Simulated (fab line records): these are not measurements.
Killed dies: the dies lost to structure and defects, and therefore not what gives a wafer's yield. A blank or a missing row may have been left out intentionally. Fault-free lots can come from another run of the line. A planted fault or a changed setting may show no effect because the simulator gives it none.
A struck lot beside a sound one :: flow n5Finfet :: 36 out of 1938 route steps
Sound: these wafers, L888.1, L888.3, L888.6. Struck: wafer L898.6 (left out: L898.3, a lot-mate that was not struck); the cause follows at the end.
Each step with rows lists, per side, the tool, then ch with its chambers, then its first start. Under that, the readings that differ: sound wafers :: struck wafers :: difference of the means :: sigmas: that difference in standard deviations of wafers without a fault.
alike: readings whose means differ by less than 2 such deviations, and words and numbers that are the same on both sides. not compared: withheld readings, readings that some wafer has no value for, bounds like >300 that may hide the same value, and numbers for which the record gives no deviation and whose values overlap.
The two part at a step that has a row with sigmas, a row that says differs or no value, or rows on one side only. Numbers that have no deviation but don't overlap get no sigmas and don't part them. Lack of a reading on every wafer of one side parts them only where that side has two or more wafers.

first, 7 steps without rows for these wafers: N5_BEOL_M4_CMP_52 (polishes, stops on SiOC, t overpolish 6.8 s, target thk 40 nm); N5_BEOL_M4_PRE_CLEAN_60 (time 15 s); N5_BEOL_M4_CO_CAP_55 (material Co, precursor CCTBA/H2, target thk 2 nm, time 102.1 s); N5_BEOL_M4_PRE_CLEAN_56 (time 15 s); N5_BEOL_M4_DEP_57 (deposits SiCN from 3MS/NH3, target thk 8 nm, time 14 s); N5_BEOL_M5_ILD_DEP_00 (deposits SiCOH lowk from DEMS/porogen, target thk 140.64 nm, time 25.9 s); N5_BEOL_M5_CURE_79 (cures SiCOH lowk, time 240 s).
N5_BEOL_M5_PECVD_70: deposits SiO2 from TEOS/O2, target thk 16 nm, time 18 s.
  sound on pecvd-03 ch 0,1,2, day 10 09:32; struck on pecvd-03 ch 0, day 13 13:27
reading: throttleValvePct (%)
sound: 21.3 21.9 25.8
struck: 26.2
difference: +3.2
sigmas: +2

reading: model.SiO2_of_BEOL_M5_PECVD_70.thkNm (nm)
sound: 15.8 15.8 16.2
struck: 23.8
difference: +7.9
sigmas: 
  alike: heaterPowerW, showerheadPlenumPTorr
  not compared: sinceWetCleanH
then, 25 steps without rows for these wafers: N5_BEOL_M5_HM_DEP_02 (deposits TiN, target thk 20 nm); N5_BEOL_M5_COAT_59 (time 60 s, resist thk 60 nm); N5_BEOL_M5_COAT_60 (time 60 s, resist thk 12 nm); N5_BEOL_M5_COAT_71 (time 60 s, resist thk 5 nm); N5_BEOL_M5_COAT_05 (resist thk 30 nm); N5_BEOL_M5_EBR_07; N5_BEOL_M5_SOFTBAKE_06 (time 60 s); N5_BEOL_M5_EXPOSE_08 (exposes mask M5, target cd 28 nm); N5_BEOL_M5_PEB_09 (peb time 60 s); N5_BEOL_M5_DEVELOP_10 (develop time 30 s); N5_BEOL_M5_DESCUM_16 (chemistry O2, time 7 s); N5_BEOL_M5_ETCH_72 (etches underlayer in N2/H2, target depth 6.5 nm, time 5.2 s); N5_BEOL_M5_ETCH_61 (etches SiARC in CF4, target depth 15.6 nm, time 26 s); N5_BEOL_M5_ETCH_62 (etches SOC in N2/H2, target depth 75 nm, overetch 15 nm, time 112.5 s); N5_BEOL_M5_STRIP_63 (strips in N2/H2); N5_BEOL_M5_STRIP_73 (strips in N2/H2); N5_BEOL_M5_STRIP_64 (strips in CF4); N5_BEOL_M5_HM_OPEN_17 (chemistry Cl2/BCl3, target TiN, target depth 20 nm, overetch 6 nm); N5_BEOL_M5_STRIP_19 (strips in O2); N5_BEOL_M5_COAT_65 (time 60 s, resist thk 60 nm); N5_BEOL_M5_COAT_66 (time 60 s, resist thk 12 nm); N5_BEOL_M5_COAT_74 (time 60 s, resist thk 5 nm); N5_BEOL_M5_COAT_22 (resist thk 30 nm); N5_BEOL_M5_EBR_24; N5_BEOL_M5_SOFTBAKE_23 (time 60 s).
N5_BEOL_M5_HM_STRIP_39: strips TiN in peroxide tin strip, target depth 25 nm, time 158 s.
  sound on wetBench-01 ch 2,3,4, day 10 16:23; struck on wetBench-06 ch 1, day 13 18:37
reading: model.SiO2_of_BEOL_M5_PECVD_70.thkNm (nm)
sound: 15.6 15.6 16
struck: 23.8
difference: +8.1
sigmas: 
N5_BEOL_M5_CMP_52: polishes, stops on SiCOH lowk, t overpolish 6.9 s, target thk 62 nm.
  sound on cmp-01 ch 0,2, day 10 22:52; struck on cmp-01 ch 0, day 14 01:21
reading: barrierFieldEndpointS (s)
sound: 25.1 24.0 25.0
struck: 33.8
difference: +9.1
sigmas: +10
  alike: motorCurrentA
-- record jumps: 4 days separate the struck wafers' starts on either side; left off in module BEOL_M5, taken up again in module PASSIVATION, whose first shown step is the route's number 1936 --
N5_PASSIVATION_PROBE_49:
  struck on prober-02, day 18 11:50; sound on prober-01, day 15 02:16
reading: killed_at_M4_up
sound: 3 8 13
struck: 21
difference: +13
sigmas: +2
  alike: defectLimitedYield, killed_at_M0_to_M3, killedAtContacts, killedAtFrontEnd, killedAtOther, killedDies, killedOnRim, killedOpen, killedShort, sort_bin_5_function, sort_bin_6_memory, sortNPass, sortYieldPct

## WHERE THEY PART
Earliest at N5_BEOL_M5_PECVD_70; latest, in this record, at N5_PASSIVATION_PROBE_49.

WHY: the cause the simulator had injected
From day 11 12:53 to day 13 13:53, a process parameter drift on pecvd-03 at N5_BEOL_M5_PECVD_70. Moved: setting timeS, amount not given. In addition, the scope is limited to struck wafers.
